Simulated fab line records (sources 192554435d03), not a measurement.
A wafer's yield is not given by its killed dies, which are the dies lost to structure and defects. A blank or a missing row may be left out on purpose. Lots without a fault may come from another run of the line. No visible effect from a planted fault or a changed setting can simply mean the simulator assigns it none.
Chamber matching    flow n5_finfet    N5_BEOL_M14_DESCUM_15 on rie_diel-01 has 4 sister chambers
The step chemistry O2, time 7.9 s. 8 wafers are shown with their chamber, then 7 later ones without.

== WAFERS, EACH WITH ITS CHAMBER ==
wafer   chamber  throttle_valve_pct (%)  drypump_motor_current_A (A)
L075.1  2        20.30                   5.5
L075.4  3        20.42                   5.8
L080.5  2        20.33                   5.5
L081.1  0        20.69                   5.3
L081.2  1        20.10                   4.8
L081.6  0        20.69                   5.3
L082.2  3        20.43                   5.8
L082.5  1        20.12                   4.9

== WAFERS WHOSE CHAMBER IS MISSING ==
wafer   throttle_valve_pct (%)  drypump_motor_current_A (A)
L082.6  20.70                   5.4
L083.1  20.44                   5.8
L083.3  20.12                   4.8
L083.5  20.12                   4.9
L089.1  20.44                   5.7
L089.3  20.33                   5.5
L089.6  20.15                   4.9

== CHAMBER TAKEN BY EACH ==
wafer   from the rows above  in truth
L082.6  0                    0
L083.1  3                    3
L083.3  1                    1
L083.5  1                    1
L089.1  3                    3
L089.3  2                    2
L089.6  1                    1
Correct placement for 7 of the 7. Can't be placed from these rows: 0. Placed wrongly: 0.
How it was worked out, from the rows above alone: a wafer's distance from a chamber is the root of the sum, over the readings, of the square of ((its reading less the chamber's mean) divided by the reading's scatter). The wafer belongs to the nearest chamber; if the next one is less than 2 further off, it can't be placed. Each chamber's mean is taken over the wafers shown for it. How the scatter is found: for the shown wafers, subtract from each reading the mean of its chamber, square and add these, divide the total by (wafers less chambers), then take the root.
